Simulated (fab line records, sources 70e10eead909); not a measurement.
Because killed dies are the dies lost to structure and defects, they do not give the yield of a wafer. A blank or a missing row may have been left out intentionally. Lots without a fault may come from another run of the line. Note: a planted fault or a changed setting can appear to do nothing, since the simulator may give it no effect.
Comparing a struck lot with a sound one | flow nand-harc | 15 steps out of a route of 1159
Sound: wafers L149.3, L149.4, L149.5. The struck wafers were L154.1, L154.3, L154.5. The cause is named last.
At each step with rows: each side's tool, then ch and its chambers, then its first start. Under that, the readings that differ: sound wafers | struck wafers | difference of the means | sigmas: that difference in standard deviations of wafers without a fault.
alike: a reading whose means differ by less than 2 such deviations, as well as words and numbers matching on both sides. not compared: withheld readings; readings where some wafer has no value; bounds like >300 that might hide an equal value; numbers whose values overlap and for which the record gives no deviation.
The two part at a step that has a row with sigmas, a row that says differs or no value, or rows on one side only. When numbers do not overlap yet have no deviation, they are printed without sigmas and do not part them. Lack of a reading on every wafer of one side parts them only where that side has two or more wafers.

NHARC_A_ZERO_WELL_DESCUM_12: chemistry O2, time 3 s.
  sound on rie-diel-02 ch 0,3, day 7 21:28; struck on rie-diel-10 ch 0,2, day 10 22:29
  alike: drypump-motor-current-A, oes-product-au, rf-vpp-V, showerhead-plenum-p-Torr, throttle-valve-pct
  not compared: rf-hours-counter-h
NHARC_A_ZERO_WELL_ETCH_19: etches the open film in N2/H2, target depth 80 nm, overetch 24 nm, time 87.88 s.
  sound on rie-diel-02 ch 0,1,3, day 7 21:34; struck on rie-diel-10 ch 1,2,3, day 10 22:36
  alike: drypump-motor-current-A, oes-product-au, rf-fwd-power-W, rf-vpp-V, showerhead-plenum-p-Torr, throttle-valve-pct
  not compared: rf-hours-counter-h
NHARC_A_ZERO_WELL_ETCH_13: etches the open film in HBr/Cl2, target depth 120 nm, time 40.1 s.
  sound on rie-si-03 ch 2,3, day 7 21:41; struck on rie-si-05 ch 2,3, day 10 22:43
  alike: drypump-motor-current-A, hbr-flow-sccm, mfc-cl2-sccm, oes-product-au, rf-fwd-power-W, throttle-valve-pct
  not compared: rf-hours-counter-h
then, 4 steps without rows for these wafers: NHARC_A_ZERO_WELL_STRIP_14 (strips in SPM, time 900 s); NHARC_A_ZERO_WELL_IMPLANT_15; NHARC_A_ZERO_WELL_PRECLEAN_22 (cleans in SC1, time 60 s); NHARC_A_ZERO_WELL_SRD_23.
NHARC_A_ZERO_WELL_RTA_16: time 10 s.
  sound on rtp-anneal-02 ch 0, day 7 22:38; struck on rtp-anneal-01 ch 0, day 10 23:56
  reading             | sound          | struck         | difference | sigmas
  lamp-power-pct (%)  | 28.1 28.2 28.1 | 29.6 29.6 29.7 | +1.5       | +2
  lamp_zone_1_pct (%) | 28.2 28.2 28.2 | 29.7 29.7 29.6 | +1.5       | +2
  alike: lamp_zone_3_pct, wafer_temp_C_max
NHARC_A_ZERO_WELL_INSPECT_17:
  struck on defect-inspect-02, day 11 00:08; sound on defect-inspect-02, day 7 22:47
  alike: raw-defect-count
then, 2 steps without rows for these wafers: NHARC_A_SOURCE_PLATE_PRECLEAN_00 (cleans in HF-LAST, time 60 s); NHARC_A_SOURCE_PLATE_SRD_01.
NHARC_A_SOURCE_PLATE_OXIDE_02: material SiO2, target thk 10 nm, ox time 1362 s.
  sound on furnace-03 ch 0, day 8 03:34; struck on furnace-04 ch 0, day 11 06:10
  alike: ox-temp-c, ox-time-s
NHARC_A_SOURCE_PLATE_THK_MEAS_09: measures by ellipsometry.
  struck on film-metro-02, day 11 10:33; sound on film-metro-02, day 8 07:38
  reading     | sound        | struck         | difference | sigmas
  thk-nm (nm) | 10.5 9.3 9.9 | 15.3 16.7 15.8 | +6.0       | +6
then, 1 step without rows for these wafers: NHARC_A_SOURCE_PLATE_PVD_04 (deposits WSi2, target thk 50 nm).
-- jump in the record: it breaks off in module A_SOURCE_PLATE and resumes in module END (first step shown: number 1159 of the route), and 13 days separate the struck wafers' starts before and after --
NHARC_END_SORT_01:
  only the struck wafers appear in the record here, on prober-01 ch 0 at day 24 00:46; the sound ones have no rows

## WHERE THEY PART
Earliest at NHARC_A_ZERO_WELL_RTA_16; latest, in this record, at NHARC_END_SORT_01.

WHY: the cause the simulator had injected
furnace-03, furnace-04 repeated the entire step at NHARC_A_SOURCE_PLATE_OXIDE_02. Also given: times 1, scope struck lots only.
